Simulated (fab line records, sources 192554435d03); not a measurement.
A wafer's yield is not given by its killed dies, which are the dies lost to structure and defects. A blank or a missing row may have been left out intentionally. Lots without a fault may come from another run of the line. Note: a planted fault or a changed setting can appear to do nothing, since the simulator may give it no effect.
fab line records	flow n5_finfet
[record] lots = 24	wafers = 72	last_day = 19
route steps=1938 shown BEOL_M1@765
lots untouched by any fault: they come from a run of this same line in which no faults occurred
start_h: the number of hours between the record's first day and the start of the first shown wafer of the lot	wait_h: how many hours have passed since the lot's step before this one	" same as the row above	L1.1+2: several wafers, shown together as one row	- no value, or no start given	* or withheld: withheld	< > ~ a bound
route shown NAME@n: NAME is a module with steps in the file, n the number in the route of the first one	usual: mean and standard deviation over wafers with no fault	same: alike in all rows	chamber/n: place in a boat	sites: readings site by site	_std_site: the values' standard deviation	_edge_site: the outer-site mean with the inner-site mean subtracted	radius_mm: for every site, how far away it sits from the centre of the wafer	mask NAME#n: copy n	behind: the last tool/chamber to shape the wafer	hold: cause of the lot's hold/its duration in hours/its outcome	device: which transistor (n, p or np) failed to switch	end of line: at the end of the route, the tests of the same wafers	step lacking rows: just its recipe	killed: at the first sort, the dies lost to defects and structure; wafer yield is something else	map: per-die view of a wafer (x killed, . not killed, _ where there is no die)
set.NAME: the run value of the setting; set.NAME@STEP: its run value at that earlier step	model.NAME: the simulator's own value behind a step, which no gauge read
one table for each step of the route and one row for each wafer, over a sample of lots
services: from which hour (start_h, from the record's first day; less than 0 if before it) a tool's chamber was out of use, for how many hours, and why
[[steps]]
[step N5_BEOL_M1_OVL_MEAS_12]
[recipe] points_per_wafer = 522
[usual] M1_OVL = 0.1/0.67
lot.wafer	tool	chamber	start_h	wait_h	M1_OVL[nm]
L074.1	overlay-01	0	126.51	0.0	1.0
L074.3	"	0	"	"	-0.3
L074.5	"	0	"	"	-0.2
L075.1	overlay-02	0	131.27	0.0	1.8
L075.4	"	0	"	"	0.8
L075.6	"	0	"	"	0.1
L076.2	overlay-01	0	134.76	0.0	0.4
L076.3	"	0	"	"	-0.2
L076.6	"	0	"	"	0.2
L077.2	overlay-02	0	135.25	0.0	-0.6
L077.3	"	0	"	"	-0.2
L077.4	"	0	"	"	-1.0
L078.1	overlay-01	0	148.40	0.0	0.3
L078.3	"	0	"	"	0.0
L078.6	"	0	"	"	-0.2
L080.1	overlay-02	0	158.09	0.0	0.5
L080.3	"	0	"	"	0.9
L080.4	"	0	"	"	-0.2
L079.2	overlay-02	0	158.57	0.0	0.1
L079.3	"	0	"	"	0.1
L079.5	"	0	"	"	0.4
L081.1	overlay-01	0	165.19	0.0	-1.3
L081.4	"	0	"	"	0.9
L081.6	"	0	"	"	-0.2
L082.1	overlay-01	0	169.05	0.0	-0.3
L082.3	"	0	"	"	0.1
L082.6	"	0	"	"	0.2
L083.1	overlay-02	0	178.04	0.0	0.6
L083.2	"	0	"	"	0.8
L083.3	"	0	"	"	1.2
L084.3	overlay-01	0	180.22	0.0	0.6
L084.4	"	0	"	"	1.3
L084.6	"	0	"	"	-1.0
L085.3	overlay-02	0	192.77	0.0	0.5
L085.5	"	0	"	"	0.0
L085.6	"	0	"	"	-0.4
L086.1	overlay-01	0	198.85	0.0	0.0
L086.4	"	0	"	"	-0.3
L086.5	"	0	"	"	0.4
L087.1	overlay-02	0	199.16	0.0	-0.5
L087.4	"	0	"	"	-0.4
L087.5	"	0	"	"	-0.7
L089.2	overlay-01	0	220.03	0.0	-0.7
L089.3	"	0	"	"	0.5
L089.5	"	0	"	"	0.3
L088.3	overlay-01	0	220.25	0.0	0.5
L088.5	"	0	"	"	1.4
L088.6	"	0	"	"	0.8
L090.1	overlay-01	0	220.44	0.0	0.7
L090.3	"	0	"	"	-1.0
L090.6	"	0	"	"	0.2
L091.1	overlay-02	0	224.39	0.0	0.6
L091.4	"	0	"	"	-0.7
L091.6	"	0	"	"	0.5
L092.2	overlay-02	0	234.76	0.0	-1.0
L092.3	"	0	"	"	0.0
L092.6	"	0	"	"	0.4
L093.1	overlay-02	0	235.42	0.0	0.0
L093.3	"	0	"	"	-0.2
L093.5	"	0	"	"	0.2
L094.3	overlay-01	0	243.73	0.0	0.4
L094.5	"	0	"	"	0.0
L094.6	"	0	"	"	1.8
L095.2	overlay-02	0	252.15	0.0	0.5
L095.4	"	0	"	"	0.9
L095.5	"	0	"	"	0.7
L096.3	overlay-02	0	253.19	0.0	0.6
L096.4	"	0	"	"	-0.2
L096.5	"	0	"	"	0.8
L097.1	overlay-02	0	260.56	0.0	1.2
L097.3	"	0	"	"	0.6
L097.4	"	0	"	"	0.1
[step N5_BEOL_M1_ETCH_70]
[recipe] chemistry = N2/H2	target = SOC	target_depth_a = 800	overetch_a = 160	mask_material = SiARC	temp_c = 40	time_s = 120	ion_energy_ev = 200	pressure_mtorr = 30	source_w = 840	bias_w = 150	n2_flow_sccm = 200	h2_flow_sccm = 200
[usual] bias_w = 150.0/0.44	drypump_motor_current_A = 5.95/0.29	oes_product_au = 0.64/0.071	rf_vpp_V = 525.8/1.9	showerhead_plenum_p_Torr = 2.61/0.062	throttle_valve_pct = 17.87/0.24
lot.wafer	tool	chamber	start_h	wait_h	bias_w	drypump_motor_current_A	oes_product_au	rf_hours_counter_h	rf_vpp_V	showerhead_plenum_p_Torr	throttle_valve_pct
L074.1	rie_diel-02	2	130.30	0.0	149.4	6.16	0.54	199	521.7	2.53	17.78
L074.3	"	0	"	"	150.7	5.47	0.59	147	527.6	2.65	18.18
L074.5	"	0	"	"	150.2	5.45	0.58	-	526.4	2.65	18.18
L075.1	rie_diel-02	2	134.05	0.0	149.9	6.16	0.53	200	523.5	2.53	17.80
L075.4	"	3	"	"	150.2	6.27	0.71	12	527.5	2.71	17.72
L075.6	"	3	"	"	150.6	6.30	0.72	-	529.5	2.71	17.73
L076.2	rie_diel-01	2	138.17	0.0	150.0	5.84	0.54	242	518.8	2.38	17.90
L076.3	"	1	"	"	150.4	5.81	0.54	236	525.7	2.63	18.29
L076.6	"	0	"	"	149.6	6.33	0.67	-	525.9	2.61	18.03
L077.2	rie_diel-02	3	138.29	0.0	150.1	6.26	0.71	13	528.9	2.71	17.72
L077.3	"	2	"	"	150.1	6.16	0.53	201	523.4	2.53	17.78
L077.4	"	1	"	"	150.0	5.69	0.52	250	526.1	2.60	17.90
L078.1	rie_diel-01	2	153.17	0.0	149.6	5.88	0.54	246	520.9	2.38	17.90
L078.3	"	3	"	"	150.2	5.84	0.67	45	524.9	2.58	17.70
L078.6	"	0	"	"	150.0	6.29	0.67	-	527.1	2.61	18.06
L080.1	rie_diel-02	0	161.36	0.0	150.6	5.46	0.58	155	525.8	2.65	18.20
L080.3	"	1	"	"	150.1	5.72	0.73	2	527.4	2.60	17.55
L080.4	"	3	"	"	150.1	6.24	0.70	18	529.9	2.71	17.73
L079.2	rie_diel-02	1	166.13	0.0	149.9	5.71	0.72	4	526.0	2.60	17.54
L079.3	"	3	"	"	150.3	6.27	0.70	20	528.2	2.71	17.73
L079.5	"	0	"	"	149.9	5.47	0.58	-	527.1	2.64	18.21
L081.1	rie_diel-02	0	167.50	0.0	150.1	5.44	0.59	157	526.7	2.64	18.21
L081.4	"	2	"	"	150.3	6.17	0.54	209	522.4	2.53	17.79
L081.6	"	1	"	"	149.8	5.72	0.73	-	525.0	2.60	17.55
L082.1	rie_diel-01	3	171.45	0.0	150.1	5.84	0.67	50	527.0	2.57	17.71
L082.3	"	1	"	"	150.1	5.82	0.53	245	525.6	2.62	18.33
L082.6	"	1	"	"	149.8	5.80	0.53	-	525.5	2.63	18.32
L083.1	rie_diel-02	1	198.03	0.0	149.8	5.71	0.70	14	523.8	2.60	17.57
L083.2	"	3	"	"	150.4	6.26	0.68	31	527.8	2.70	17.75
L083.3	"	0	"	"	149.5	5.44	0.57	167	525.8	2.64	18.23
L084.3	rie_diel-01	0	198.07	0.0	150.4	6.36	0.64	59	525.0	2.60	18.07
L084.4	"	0	"	"	150.6	6.36	0.65	-	525.2	2.60	18.07
L084.6	"	3	"	"	149.5	5.85	0.65	-	525.1	2.57	17.75
L085.3	rie_diel-02	2	206.24	0.0	150.1	6.20	0.53	219	522.8	2.53	17.82
L085.5	"	2	"	"	150.1	6.17	0.52	-	523.4	2.53	17.83
L085.6	"	0	"	"	150.1	5.48	0.57	-	525.7	2.64	18.25
L086.1	rie_diel-01	0	220.11	0.0	149.3	6.30	0.64	68	525.4	2.60	18.10
L086.4	"	3	"	"	150.8	5.82	0.65	-	524.2	2.56	17.74
L086.5	"	0	"	"	149.5	6.29	0.64	-	524.3	2.60	18.08
L087.1	rie_diel-01	2	223.04	0.0	150.2	5.87	0.73	14	527.5	2.69	17.47
L087.4	"	3	"	"	151.1	5.85	0.65	70	524.7	2.56	17.74
L087.5	"	3	"	"	150.8	5.86	0.64	-	524.8	2.56	17.75
L089.2	rie_diel-05	0	223.72	0.0	150.4	6.11	0.53	226	526.5	2.61	18.07
L089.3	"	1	"	"	150.8	6.05	0.58	147	523.2	2.53	17.74
L089.5	"	1	"	"	149.3	6.05	0.58	-	523.5	2.53	17.74
L088.3	rie_diel-02	1	223.80	0.0	150.2	5.70	0.69	18	524.6	2.59	17.57
L088.5	"	2	"	"	149.7	6.18	0.52	-	524.3	2.52	17.81
L088.6	"	3	"	"	150.2	6.29	0.67	-	529.3	2.70	17.76
L090.1	rie_diel-01	2	223.90	0.0	149.2	5.84	0.73	14	527.6	2.69	17.46
L090.3	"	1	"	"	150.1	5.83	0.74	1	525.2	2.62	17.81
L090.6	"	3	"	"	149.9	5.84	0.65	-	526.7	2.56	17.73
L091.1	rie_diel-01	0	227.63	0.0	149.5	6.33	0.64	70	524.5	2.60	18.09
L091.4	"	3	"	"	150.3	5.85	0.64	72	527.0	2.56	17.75
L091.6	"	1	"	"	150.2	5.82	0.72	-	525.2	2.62	17.83
L092.2	rie_diel-01	1	237.85	0.0	150.2	5.82	0.72	5	525.2	2.62	17.82
L092.3	"	2	"	"	150.8	5.81	0.72	18	527.8	2.69	17.48
L092.6	"	0	"	"	149.7	6.31	0.63	-	525.0	2.59	18.10
L093.1	rie_diel-02	3	238.70	0.0	149.6	6.26	0.67	46	530.3	2.70	17.77
L093.3	"	2	"	"	149.6	6.16	0.52	230	524.1	2.52	17.83
L093.5	"	2	"	"	149.9	6.16	0.52	-	523.5	2.52	17.83
L094.3	rie_diel-01	2	254.53	0.0	149.8	5.82	0.71	23	528.3	2.68	17.49
L094.5	"	1	"	"	149.7	5.82	0.70	-	524.6	2.62	17.84
L094.6	"	0	"	"	149.8	6.34	0.63	-	524.6	2.59	18.11
L095.2	rie_diel-01	0	256.24	0.0	149.8	6.29	0.63	79	525.3	2.59	18.12
L095.4	"	1	"	"	149.8	5.81	0.70	-	524.8	2.62	17.86
L095.5	"	2	"	"	149.8	5.86	0.71	-	530.0	2.68	17.49
L096.3	rie_diel-01	0	259.55	0.0	149.5	6.35	0.63	80	524.4	2.59	18.13
L096.4	"	3	"	"	149.9	5.82	0.64	80	525.6	2.56	17.75
L096.5	"	3	"	"	149.9	5.82	0.65	-	524.0	2.56	17.74
L097.1	rie_diel-01	2	263.15	0.0	150.0	5.81	0.71	26	528.5	2.68	17.49
L097.3	"	1	"	"	149.7	5.80	0.70	13	524.2	2.62	17.84
L097.4	"	3	"	"	149.8	5.86	0.63	80	524.9	2.56	17.76
[step N5_BEOL_M1_SPUTTER_48]
[recipe] material = Cu	target_thk_a = 45	temp_c = -20	chamber_pressure_pa = 0.07	power_w = withheld	time_s = 8.29
[usual] throttle_valve_pct = 30.2/1.2
lot.wafer	tool	chamber	start_h	wait_h	throttle_valve_pct
L074.1	pvd_sputter-01	-	131.83	0.2	31.3
L074.3	"	-	"	"	31.8
L074.5	"	-	"	"	31.6
L075.1	pvd_sputter-01	-	135.55	0.2	30.5
L075.4	"	-	"	"	31.4
L075.6	"	-	"	"	31.5
L076.2	pvd_sputter-01	-	139.82	0.1	31.5
L076.3	"	-	"	"	31.5
L076.6	"	-	"	"	30.6
L077.2	pvd_sputter-03	-	140.07	0.2	28.1
L077.3	"	-	"	"	30.3
L077.4	"	-	"	"	29.4
L078.1	pvd_sputter-01	-	154.48	0.3	31.7
L078.3	"	-	"	"	30.6
L078.6	"	-	"	"	31.6
L080.1	pvd_sputter-01	-	162.81	0.3	30.4
L080.3	"	-	"	"	31.3
L080.4	"	-	"	"	31.7
L079.2	pvd_sputter-01	-	168.22	0.2	30.5
L079.3	"	-	"	"	31.7
L079.5	"	-	"	"	31.5
L081.1	pvd_sputter-02	-	168.86	0.1	29.0
L081.4	"	-	"	"	30.5
L081.6	"	-	"	"	30.4
L082.1	pvd_sputter-01	-	172.70	0.1	31.6
L082.3	"	-	"	"	31.6
L082.6	"	-	"	"	30.1
L083.1	pvd_sputter-03	-	199.63	0.2	30.0
L083.2	"	-	"	"	29.4
L083.3	"	-	"	"	28.1
L084.3	pvd_sputter-02	-	201.36	1.8	29.8
L084.4	"	-	"	"	28.3
L084.6	"	-	"	"	28.7
L085.3	pvd_sputter-01	-	207.84	0.2	31.5
L085.5	"	-	"	"	31.5
L085.6	"	-	"	"	30.3
L086.1	pvd_sputter-01	-	221.94	0.1	31.6
L086.4	"	-	"	"	31.4
L086.5	"	-	"	"	31.6
L087.1	pvd_sputter-03	-	224.65	0.1	29.2
L087.4	"	-	"	"	28.3
L087.5	"	-	"	"	30.6
L089.2	pvd_sputter-02	-	225.28	0.3	30.3
L089.3	"	-	"	"	28.9
L089.5	"	-	"	"	28.6
L090.1	pvd_sputter-01	-	226.32	1.2	30.7
L090.3	"	-	"	"	31.7
L090.6	"	-	"	"	31.6
L088.3	pvd_sputter-03	-	226.49	1.3	29.5
L088.5	"	-	"	"	28.4
L088.6	"	-	"	"	29.3
L091.1	pvd_sputter-02	-	229.07	0.1	28.3
L091.4	"	-	"	"	29.6
L091.6	"	-	"	"	28.2
L092.2	pvd_sputter-02	-	239.06	0.1	29.4
L092.3	"	-	"	"	30.1
L092.6	"	-	"	"	28.0
L093.1	pvd_sputter-02	-	240.92	0.1	28.3
L093.3	"	-	"	"	28.9
L093.5	"	-	"	"	29.1
L094.3	pvd_sputter-02	-	256.36	0.1	30.3
L094.5	"	-	"	"	30.4
L094.6	"	-	"	"	28.3
L095.2	pvd_sputter-01	-	257.94	0.1	30.4
L095.4	"	-	"	"	31.9
L095.5	"	-	"	"	31.4
L096.3	pvd_sputter-01	-	261.18	0.2	31.7
L096.4	"	-	"	"	31.6
L096.5	"	-	"	"	30.4
L097.1	pvd_sputter-03	-	264.51	0.1	29.9
L097.3	"	-	"	"	30.4
L097.4	"	-	"	"	29.3
[step N5_BEOL_M1_ANNEAL_80]
[recipe] temp_c = 400	time_s = 240	ambient = vacuum
[usual] heater_power_w = 837/49
lot.wafer	tool	chamber	start_h	wait_h	heater_power_w
L074.1	pvd_sputter-01	-	132.13	0.0	800
L074.3	"	-	"	"	855
L074.5	"	-	"	"	828
L075.1	pvd_sputter-01	-	135.85	0.0	797
L075.4	"	-	"	"	796
L075.6	"	-	"	"	858
L076.2	pvd_sputter-01	-	140.12	0.0	867
L076.3	"	-	"	"	836
L076.6	"	-	"	"	800
L077.2	pvd_sputter-03	-	140.37	0.0	928
L077.3	"	-	"	"	808
L077.4	"	-	"	"	786
L078.1	pvd_sputter-01	-	154.78	0.0	870
L078.3	"	-	"	"	796
L078.6	"	-	"	"	848
L080.1	pvd_sputter-01	-	163.11	0.0	793
L080.3	"	-	"	"	824
L080.4	"	-	"	"	863
L079.2	pvd_sputter-01	-	168.52	0.0	780
L079.3	"	-	"	"	862
L079.5	"	-	"	"	792
L081.1	pvd_sputter-02	-	169.16	0.0	852
L081.4	"	-	"	"	971
L081.6	"	-	"	"	942
L082.1	pvd_sputter-01	-	173.00	0.0	803
L082.3	"	-	"	"	831
L082.6	"	-	"	"	790
L083.1	pvd_sputter-03	-	199.93	0.0	908
L083.2	"	-	"	"	771
L083.3	"	-	"	"	902
L084.3	pvd_sputter-02	-	201.66	0.0	778
L084.4	"	-	"	"	811
L084.6	"	-	"	"	832
L085.3	pvd_sputter-01	-	208.14	0.0	843
L085.5	"	-	"	"	836
L085.6	"	-	"	"	789
L086.1	pvd_sputter-01	-	222.24	0.0	826
L086.4	"	-	"	"	856
L086.5	"	-	"	"	852
L087.1	pvd_sputter-03	-	224.95	0.0	804
L087.4	"	-	"	"	910
L087.5	"	-	"	"	788
L089.2	pvd_sputter-02	-	225.58	0.0	926
L089.3	"	-	"	"	849
L089.5	"	-	"	"	820
L090.1	pvd_sputter-01	-	226.62	0.0	801
L090.3	"	-	"	"	828
L090.6	"	-	"	"	869
L088.3	pvd_sputter-03	-	226.79	0.0	807
L088.5	"	-	"	"	916
L088.6	"	-	"	"	781
L091.1	pvd_sputter-02	-	229.37	0.0	822
L091.4	"	-	"	"	771
L091.6	"	-	"	"	810
L092.2	pvd_sputter-02	-	239.36	0.0	757
L092.3	"	-	"	"	933
L092.6	"	-	"	"	829
L093.1	pvd_sputter-02	-	241.22	0.0	818
L093.3	"	-	"	"	844
L093.5	"	-	"	"	837
L094.3	pvd_sputter-02	-	256.66	0.0	946
L094.5	"	-	"	"	924
L094.6	"	-	"	"	829
L095.2	pvd_sputter-01	-	258.24	0.0	799
L095.4	"	-	"	"	859
L095.5	"	-	"	"	854
L096.3	pvd_sputter-01	-	261.48	0.0	854
L096.4	"	-	"	"	862
L096.5	"	-	"	"	786
L097.1	pvd_sputter-03	-	264.81	0.0	920
L097.3	"	-	"	"	799
L097.4	"	-	"	"	812
[step N5_BEOL_M1_ANNEAL_93]
[recipe] temp_c = 400	time_s = 240	ambient = vacuum
[usual] heater_power_w = 839/47
lot.wafer	tool	chamber	start_h	wait_h	heater_power_w
L074.1	pvd_sputter-01	-	133.23	0.0	810
L074.3	"	-	"	"	852
L074.5	"	-	"	"	848
L075.1	pvd_sputter-01	-	136.95	0.0	815
L075.4	"	-	"	"	825
L075.6	"	-	"	"	851
L076.2	pvd_sputter-01	-	141.22	0.0	848
L076.3	"	-	"	"	872
L076.6	"	-	"	"	801
L077.2	pvd_sputter-03	-	141.47	0.0	932
L077.3	"	-	"	"	798
L077.4	"	-	"	"	803
L078.1	pvd_sputter-01	-	155.88	0.0	843
L078.3	"	-	"	"	770
L078.6	"	-	"	"	839
L080.1	pvd_sputter-01	-	164.21	0.0	796
L080.3	"	-	"	"	847
L080.4	"	-	"	"	835
L079.2	pvd_sputter-01	-	169.62	0.0	801
L079.3	"	-	"	"	852
L079.5	"	-	"	"	822
L081.1	pvd_sputter-02	-	170.26	0.0	843
L081.4	"	-	"	"	963
L081.6	"	-	"	"	922
L082.1	pvd_sputter-01	-	174.10	0.0	806
L082.3	"	-	"	"	821
L082.6	"	-	"	"	797
L083.1	pvd_sputter-03	-	201.03	0.0	905
L083.2	"	-	"	"	802
L083.3	"	-	"	"	919
L084.3	pvd_sputter-02	-	202.76	0.0	765
L084.4	"	-	"	"	820
L084.6	"	-	"	"	835
L085.3	pvd_sputter-01	-	214.65	0.0	849
L085.5	"	-	"	"	835
L085.6	"	-	"	"	801
L086.1	pvd_sputter-01	-	223.34	0.0	851
L086.4	"	-	"	"	845
L086.5	"	-	"	"	840
L087.1	pvd_sputter-03	-	226.05	0.0	809
L087.4	"	-	"	"	912
L087.5	"	-	"	"	805
L089.2	pvd_sputter-02	-	226.68	0.0	939
L089.3	"	-	"	"	862
L089.5	"	-	"	"	811
L090.1	pvd_sputter-01	-	227.72	0.0	789
L090.3	"	-	"	"	839
L090.6	"	-	"	"	828
L088.3	pvd_sputter-03	-	227.89	0.0	799
L088.5	"	-	"	"	902
L088.6	"	-	"	"	792
L091.1	pvd_sputter-02	-	230.47	0.0	841
L091.4	"	-	"	"	761
L091.6	"	-	"	"	797
L092.2	pvd_sputter-02	-	240.46	0.0	785
L092.3	"	-	"	"	950
L092.6	"	-	"	"	802
L093.1	pvd_sputter-02	-	242.32	0.0	818
L093.3	"	-	"	"	847
L093.5	"	-	"	"	846
L094.3	pvd_sputter-02	-	257.76	0.0	937
L094.5	"	-	"	"	952
L094.6	"	-	"	"	809
L095.2	pvd_sputter-01	-	259.34	0.0	821
L095.4	"	-	"	"	841
L095.5	"	-	"	"	842
L096.3	pvd_sputter-01	-	262.58	0.0	845
L096.4	"	-	"	"	848
L096.5	"	-	"	"	791
L097.1	pvd_sputter-03	-	265.91	0.0	942
L097.3	"	-	"	"	795
L097.4	"	-	"	"	799
[step N5_BEOL_M1_SPUTTER_94]
[recipe] material = Cu	target_thk_a = 45	temp_c = -20	chamber_pressure_pa = 0.07	power_w = withheld	time_s = 8.29
[usual] throttle_valve_pct = 30.3/1.2
lot.wafer	tool	chamber	start_h	wait_h	throttle_valve_pct
L074.1	pvd_sputter-01	-	133.37	0.1	31.7
L074.3	"	-	"	"	31.6
L074.5	"	-	"	"	31.4
L075.1	pvd_sputter-01	-	137.09	0.1	30.7
L075.4	"	-	"	"	31.4
L075.6	"	-	"	"	31.8
L076.2	pvd_sputter-01	-	141.36	0.1	31.7
L076.3	"	-	"	"	31.6
L076.6	"	-	"	"	30.7
L077.2	pvd_sputter-03	-	141.61	0.1	28.5
L077.3	"	-	"	"	30.4
L077.4	"	-	"	"	29.4
L078.1	pvd_sputter-01	-	156.02	0.1	31.4
L078.3	"	-	"	"	30.3
L078.6	"	-	"	"	31.7
L080.1	pvd_sputter-01	-	164.35	0.1	30.3
L080.3	"	-	"	"	31.3
L080.4	"	-	"	"	31.5
L079.2	pvd_sputter-01	-	169.76	0.1	30.4
L079.3	"	-	"	"	31.6
L079.5	"	-	"	"	31.2
L081.1	pvd_sputter-02	-	170.40	0.1	29.1
L081.4	"	-	"	"	30.4
L081.6	"	-	"	"	30.3
L082.1	pvd_sputter-01	-	174.24	0.1	31.6
L082.3	"	-	"	"	31.5
L082.6	"	-	"	"	30.4
L083.1	pvd_sputter-03	-	201.17	0.1	30.2
L083.2	"	-	"	"	29.3
L083.3	"	-	"	"	28.4
L084.3	pvd_sputter-02	-	202.90	0.1	29.6
L084.4	"	-	"	"	28.4
L084.6	"	-	"	"	28.9
L085.3	pvd_sputter-01	-	214.79	0.1	31.6
L085.5	"	-	"	"	31.5
L085.6	"	-	"	"	30.2
L086.1	pvd_sputter-01	-	223.48	0.1	31.5
L086.4	"	-	"	"	31.8
L086.5	"	-	"	"	31.5
L087.1	pvd_sputter-03	-	226.19	0.1	29.4
L087.4	"	-	"	"	28.2
L087.5	"	-	"	"	30.4
L089.2	pvd_sputter-02	-	226.82	0.1	30.4
L089.3	"	-	"	"	28.6
L089.5	"	-	"	"	28.3
L090.1	pvd_sputter-01	-	227.86	0.1	30.5
L090.3	"	-	"	"	31.6
L090.6	"	-	"	"	31.4
L088.3	pvd_sputter-03	-	228.03	0.1	29.3
L088.5	"	-	"	"	28.2
L088.6	"	-	"	"	29.5
L091.1	pvd_sputter-02	-	230.61	0.1	28.5
L091.4	"	-	"	"	29.6
L091.6	"	-	"	"	28.3
L092.2	pvd_sputter-02	-	240.60	0.1	29.8
L092.3	"	-	"	"	30.2
L092.6	"	-	"	"	28.4
L093.1	pvd_sputter-02	-	242.46	0.1	28.5
L093.3	"	-	"	"	29.1
L093.5	"	-	"	"	28.8
L094.3	pvd_sputter-02	-	257.90	0.1	30.5
L094.5	"	-	"	"	30.2
L094.6	"	-	"	"	28.1
L095.2	pvd_sputter-01	-	259.48	0.1	30.6
L095.4	"	-	"	"	31.5
L095.5	"	-	"	"	31.5
L096.3	pvd_sputter-01	-	262.72	0.1	31.4
L096.4	"	-	"	"	31.5
L096.5	"	-	"	"	30.4
L097.1	pvd_sputter-03	-	266.05	0.1	30.3
L097.3	"	-	"	"	30.1
L097.4	"	-	"	"	29.4
[[services]]
tool	chamber	start_h	hours	kind
rie_diel-05	1	109.28	4.8	repair
rie_diel-02	1	138.98	-	clean
rie_diel-02	1	138.98	-	consumable_replace:focus_ring
rie_diel-02	1	138.98	11.9	scheduled_down
pvd_sputter-02	-	139.65	3.9	repair
rie_diel-05	1	140.73	9.1	repair
pvd_sputter-03	-	144.16	23.3	repair
rie_diel-01	3	144.44	4.0	repair
rie_diel-01	2	168.39	-	clean
rie_diel-01	2	168.39	-	consumable_replace:focus_ring
rie_diel-01	2	168.39	-	consumable_replace:showerhead
rie_diel-01	2	168.39	21.4	scheduled_down
rie_diel-01	2	168.39	21.4	vent_cycle
rie_diel-02	2	177.07	8.7	repair
pvd_sputter-02	-	183.42	2.3	repair
rie_diel-01	1	189.91	-	clean
rie_diel-01	1	189.91	-	consumable_replace:focus_ring
rie_diel-01	1	189.91	30.6	scheduled_down
rie_diel-01	1	189.91	30.6	vent_cycle
rie_diel-02	1	203.82	16.6	repair
rie_diel-01	3	205.00	4.9	repair
rie_diel-05	0	227.75	9.5	repair
rie_diel-01	3	252.29	4.1	repair
rie_diel-02	-	263.90	1.7	repair
[[key]]
fault none
